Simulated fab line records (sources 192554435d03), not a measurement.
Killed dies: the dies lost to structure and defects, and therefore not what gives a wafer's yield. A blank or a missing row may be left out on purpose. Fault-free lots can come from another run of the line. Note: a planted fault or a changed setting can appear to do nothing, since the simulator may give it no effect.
fab line records | flow n5-finfet | part 2 of 2: steps 5 to 6 of 6
record lots=22 wafers=66 last-day=18
route steps=1938 shown FIN_SAQP@102
lots that met no fault: from a run of the same line without faults
start-h: hours from the record's first day to the start of the lot's first wafer shown | wait-h: hours elapsed since this lot's preceding step | " as in the row above | L1.1+2: one row covering several wafers at once | - either no value or no given start | * or withheld: withheld | < > ~ a bound
route shown NAME@n: a module of which the file shows steps, and the number in the route of the first | usual: average and standard deviation across the fault-free wafers | same: alike in all rows | chamber/n: place in a boat | sites: per-site readings | _std_site: the standard deviation of these | _edge_site: the outer-site mean with the inner-site mean subtracted | radius-mm: for every site, how far away it sits from the centre of the wafer | mask NAME#n: copy n | behind: the tool/chamber that last shaped the wafer | hold: why the lot went on hold/how many hours it stayed there/how the hold came to an end | device: transistor that didn't switch, given as n, p or np | end of line: tests of these same wafers at the route's end | a step without rows: its recipe alone | killed: the dies lost at the first sort to structure and to defects; this is not the yield of the wafer | map: a wafer's dies, marking killed ones x, the rest . and places with no die _
set.NAME: setting as actually run; set.NAME@STEP: the setting as run at that earlier step | model.NAME: the simulator's own value behind a step, which no gauge read
steps of the route over a sample of lots; a table a step, a row a wafer
services: when a tool's chamber went out of use (start-h, in hours from the record's first day, below 0 if earlier), for how many hours, and the reason
## steps
# step N5_FIN_SAQP_STRIP_55
# recipe chemistry=N2/H2 power-w=500 temp-c=40 pressure-mtorr=50 rf-frequency-hz=6e+07 overash-fraction=0.3 bias-power-w=28 h2-frac=0.5 n2-flow-sccm=300 h2-flow-sccm=300
# usual drypump-motor-current-A=5.6/0.5 n2-flow-sccm=299.9/0.96 oes-product-au=0.77/0.089 rf-vpp-V=121.8/1.5 showerhead-plenum-p-Torr=3.34/0.098 throttle-valve-pct=18.9/0.41
# columns lot.wafer tool chamber start-h wait-h drypump-motor-current-A n2-flow-sccm oes-product-au rf-hours-counter-h rf-vpp-V showerhead-plenum-p-Torr throttle-valve-pct
L074.2 rie-diel-02 1 21.76 0.1 6.4 298.7 0.72 200 125.1 3.33 18.3
L074.3 " 2 " " 5.1 299.6 0.99 2 121.7 3.32 18.8
L074.4 " 3 " " 5.3 300.2 0.71 226 118.6 3.17 18.6
L075.1 rie-diel-02 0 29.44 0.1 5.2 300.9 0.75 164 123.3 3.21 18.9
L075.4 " 3 " " 5.3 301.3 0.72 228 122.0 3.17 18.6
L075.6 " 3 " " 5.3 302.3 0.71 - 120.3 3.17 18.6
L076.2 rie-diel-04 3 35.21 0.1 6.2 299.2 0.73 210 121.6 3.33 18.6
L076.3 " 2 " " 5.1 300.4 0.74 213 123.1 3.33 18.9
L076.5 " 1 " " 6.0 299.0 0.79 - 122.0 3.49 19.3
L077.2 rie-diel-04 0 40.69 0.1 5.0 299.4 0.72 204 122.1 3.37 19.6
L077.4 " 2 " " 5.1 300.2 0.74 215 122.8 3.33 18.9
L077.5 " 3 " " 6.2 299.1 0.72 - 120.2 3.33 18.6
L078.2 rie-diel-04 3 47.26 0.1 6.2 299.7 0.71 214 120.4 3.33 18.6
L078.5 " 0 " " 5.0 301.7 0.72 - 123.0 3.36 19.6
L078.6 " 3 " " 6.2 299.8 0.71 - 122.2 3.33 18.6
L079.2 rie-diel-04 3 54.45 0.1 6.2 298.8 0.71 216 119.0 3.33 18.6
L079.4 " 1 " " 6.0 300.6 0.77 152 124.2 3.49 19.3
L079.6 " 1 " " 6.0 298.6 0.77 - 122.8 3.49 19.3
L081.3 rie-diel-03 1 65.64 0.1 5.3 299.9 0.88 35 121.8 3.28 18.3
L081.5 " 1 " " 5.3 299.7 0.89 - 120.9 3.28 18.3
L081.6 " 3 " " 5.2 299.7 0.78 - 122.3 3.54 18.9
L082.1 rie-diel-04 2 71.64 0.1 5.1 299.5 0.72 226 121.6 3.32 19.0
L082.2 " 0 " " 5.0 299.5 0.72 215 122.8 3.36 19.7
L082.3 " 3 " " 6.2 298.3 0.72 222 122.9 3.32 18.6
L083.1 rie-diel-02 0 76.00 0.1 5.1 298.0 0.73 181 119.1 3.20 19.0
L083.3 " 1 " " 6.4 297.9 0.71 219 119.3 3.32 18.4
L083.4 " 2 " " 5.2 300.6 0.91 21 119.3 3.31 18.9
L084.3 rie-diel-04 2 83.55 0.1 5.1 299.8 0.72 231 122.9 3.32 19.0
L084.4 " 3 " " 6.2 298.9 0.72 227 121.3 3.32 18.6
L084.6 " 1 " " 6.0 299.9 0.77 - 121.6 3.48 19.3
L085.2 rie-diel-03 3 89.12 0.1 5.2 298.9 0.77 113 125.0 3.53 19.0
L085.4 " 0 " " 6.1 300.6 0.99 2 123.6 3.31 19.0
L085.6 " 1 " " 5.3 299.1 0.86 - 124.4 3.27 18.3
L086.1 rie-diel-04 1 94.44 0.1 6.0 300.1 0.76 164 124.3 3.48 19.3
L086.2 " 0 " " 5.0 300.1 0.71 225 121.0 3.35 19.7
L086.4 " 2 " " 5.1 300.5 0.72 234 123.6 3.32 19.0
L088.2 rie-diel-02 3 107.04 0.2 5.3 300.2 1.02 1 123.9 3.56 18.2
L088.3 " 0 " " 5.1 299.4 0.73 191 122.2 3.19 19.0
L088.6 " 3 " " 5.3 298.8 1.00 - 123.7 3.56 18.2
L089.1 rie-diel-03 0 112.52 0.1 6.1 302.3 0.94 9 123.2 3.30 19.0
L089.2 " 2 " " 5.9 299.3 0.73 194 123.9 3.34 19.2
L089.3 " 1 " " 5.3 298.7 0.85 52 122.8 3.27 18.3
L090.1 rie-diel-03 1 118.13 0.1 5.3 300.1 0.84 54 120.3 3.27 18.3
L090.2 " 0 " " 6.2 301.2 0.93 11 120.5 3.30 19.0
L090.3 " 2 " " 5.8 299.9 0.71 196 121.3 3.34 19.3
L091.1 rie-diel-03 2 124.21 0.1 5.9 301.4 0.71 199 121.5 3.34 19.3
L091.2 " 0 " " 6.1 299.6 0.91 13 123.1 3.30 19.0
L091.6 " 0 " " 6.1 300.8 0.94 - 121.4 3.30 19.1
L092.4 rie-diel-02 0 130.14 0.1 5.2 300.3 0.71 200 120.3 3.19 19.0
L092.5 " 3 " " 5.3 300.0 0.98 - 121.2 3.56 18.3
L092.6 " 0 " " 5.1 300.7 0.71 - 120.8 3.19 19.0
L093.1 rie-diel-04 1 135.67 0.1 6.0 300.3 0.74 179 122.9 3.47 19.3
L093.5 " 1 " " 6.0 300.6 0.76 - 124.8 3.47 19.4
L093.6 " 0 " " 5.0 300.0 0.68 - 123.1 3.35 19.7
L094.3 rie-diel-04 1 142.22 0.1 6.0 300.3 0.74 181 121.2 3.47 19.4
L094.4 " 0 " " 5.0 300.6 0.69 - 120.6 3.34 19.7
L094.6 " 3 " " 6.2 299.1 0.70 - 121.3 3.31 18.7
L095.2 rie-diel-03 3 147.60 0.1 5.2 300.9 0.74 133 124.4 3.52 19.0
L095.3 " 2 " " 5.9 299.2 0.72 207 122.7 3.33 19.3
L095.6 " 0 " " 6.1 299.7 0.90 - 122.4 3.30 19.0
L096.1 rie-diel-03 1 154.83 0.1 5.3 299.6 0.84 62 120.0 3.26 18.3
L096.4 " 3 " " 5.2 301.1 0.75 136 123.1 3.52 19.0
L096.6 " 2 " " 5.9 299.8 0.71 - 121.2 3.33 19.3
L097.1 rie-diel-02 1 160.92 0.1 6.4 299.2 0.69 248 120.1 3.30 18.4
L097.2 " 0 " " 5.1 300.0 0.71 210 117.8 3.18 19.0
L097.4 " 2 " " 5.1 301.6 0.86 52 119.8 3.29 18.9
# step N5_FIN_SAQP_ETCH_64
# recipe chemistry=CF4 target=SiO2 target-depth-a=15 ion-energy-ev=350 pressure-mtorr=10 icp-w=800 bias-w=400 cf4-flow-sccm=80
# usual drypump-motor-current-A=5.7/0.41 oes-product-au=0.996/0.024 throttle-valve-pct=21.70/0.26
# columns lot.wafer tool chamber start-h wait-h drypump-motor-current-A oes-product-au rf-hours-counter-h throttle-valve-pct
L074.2 rie-si-03 2 25.78 0.0 6.0 1.018 3 21.62
L074.3 " 3 " " 5.8 0.978 75 21.95
L074.4 " 1 " " 5.0 0.980 99 21.77
L075.1 rie-si-02 2 32.93 0.0 4.9 1.016 75 22.05
L075.4 " 0 " " 5.3 0.988 - 21.71
L075.6 " 2 " " 4.9 1.016 - 22.07
L076.2 rie-si-03 0 38.74 0.0 6.2 1.038 5 21.56
L076.3 " 1 " " 5.0 0.981 100 21.79
L076.5 " 2 " " 6.0 1.033 - 21.61
L077.2 rie-si-04 2 44.60 0.0 6.0 1.025 50 22.13
L077.4 " 3 " " 5.9 0.988 194 21.25
L077.5 " 1 " " 5.8 0.968 - 21.78
L078.2 rie-si-04 1 51.23 0.0 5.8 0.965 48 21.79
L078.5 " 1 " " 5.8 0.960 - 21.76
L078.6 " 0 " " 6.0 0.971 - 21.81
L079.2 rie-si-04 0 59.60 0.0 5.9 0.976 125 21.80
L079.4 " 1 " " 5.8 0.973 48 21.79
L079.6 " 3 " " 5.9 0.996 - 21.27
L081.3 rie-si-02 2 70.76 0.0 4.9 1.001 75 22.07
L081.5 " 0 " " 5.3 0.981 - 21.69
L081.6 " 1 " " 6.2 0.999 - 21.50
L082.1 rie-si-02 0 75.41 0.0 5.3 0.982 4 21.70
L082.2 " 2 " " 4.9 1.018 75 22.05
L082.3 " 3 " " 5.6 1.010 130 21.35
L083.1 rie-si-04 2 80.50 0.0 6.0 1.019 50 22.12
L083.3 " 3 " " 5.9 0.979 195 21.25
L083.4 " 0 " " 6.0 0.975 125 21.81
L084.3 rie-si-04 3 88.44 0.0 5.8 0.990 195 21.25
L084.4 " 2 " " 6.0 1.035 50 22.12
L084.6 " 0 " " 6.0 0.956 - 21.80
L085.2 rie-si-04 0 92.98 0.0 6.0 0.966 125 21.81
L085.4 " 1 " " 5.9 0.961 49 21.80
L085.6 " 0 " " 6.0 0.971 - 21.82
L086.1 rie-si-04 3 100.36 0.0 5.9 0.992 195 21.26
L086.2 " 2 " " 6.0 1.027 51 22.13
L086.4 " 0 " " 5.9 0.978 125 21.79
L088.2 rie-si-02 3 110.75 0.0 5.6 1.008 131 21.32
L088.3 " 1 " " 6.2 1.007 112 21.50
L088.6 " 0 " " 5.3 0.987 - 21.70
L089.1 rie-si-04 3 117.94 0.0 5.9 0.990 195 21.25
L089.2 " 2 " " 6.0 1.026 51 22.13
L089.3 " 0 " " 6.0 0.972 126 21.81
L090.1 rie-si-03 2 122.18 0.0 6.0 1.034 4 21.64
L090.2 " 3 " " 5.8 0.987 77 21.94
L090.3 " 1 " " 5.0 0.982 101 21.79
L091.1 rie-si-02 0 128.10 0.0 5.3 0.972 5 21.71
L091.2 " 1 " " 6.2 1.008 113 21.50
L091.6 " 0 " " 5.3 0.971 - 21.69
L092.4 rie-si-04 1 133.67 0.0 5.9 0.970 50 21.79
L092.5 " 1 " " 5.9 0.968 - 21.80
L092.6 " 0 " " 6.0 0.975 - 21.81
L093.1 rie-si-03 2 139.62 0.0 6.0 1.021 5 21.63
L093.5 " 2 " " 6.0 1.030 - 21.63
L093.6 " 1 " " 5.0 0.973 - 21.78
L094.3 rie-si-02 3 146.89 0.0 5.6 1.019 132 21.34
L094.4 " 2 " " 4.9 1.011 76 22.08
L094.6 " 0 " " 5.3 0.985 - 21.71
L095.2 rie-si-02 0 151.61 0.0 5.3 0.976 6 21.71
L095.3 " 3 " " 5.6 1.026 132 21.32
L095.6 " 0 " " 5.3 0.984 - 21.70
L096.1 rie-si-02 2 158.57 0.0 4.9 1.018 77 22.06
L096.4 " 0 " " 5.3 0.971 6 21.70
L096.6 " 3 " " 5.6 1.022 - 21.35
L097.1 rie-si-02 1 164.73 0.0 6.2 1.011 113 21.51
L097.2 " 3 " " 5.6 1.020 132 21.35
L097.4 " 2 " " 4.9 1.021 77 22.07
## services
# columns tool chamber start-h hours kind
rie-diel-02 1 3.75 3.2 repair
rie-si-04 1 15.84 10.1 repair
pecvd-01 - 19.64 0.6 repair
pecvd-01 0 21.34 11.6 repair
rie-si-03 - 26.22 1.2 repair
rie-si-02 1 26.48 19.3 repair
rie-si-03 3 30.37 5.1 repair
pecvd-02 - 32.22 14.6 pm
rie-si-03 1 39.23 1.2 repair
rie-si-02 - 43.05 3.5 repair
pecvd-02 - 48.61 0.9 repair
rie-si-03 1 59.21 1.6 repair
rie-diel-03 0 63.04 1.6 repair
pecvd-02 - 64.22 5.5 pm
rie-si-03 2 75.40 5.5 repair
rie-si-02 - 83.60 2.8 pm
pecvd-01 0 98.32 30.1 repair
rie-si-03 2 98.76 11.3 repair
pecvd-02 1 105.49 26.6 repair
pecvd-02 2 120.62 4.6 repair
rie-diel-03 1 129.58 13.2 repair
rie-diel-04 2 139.87 - clean
rie-diel-04 2 139.87 - consumable-replace:focus-ring
pecvd-03 - 157.40 0.8 pm
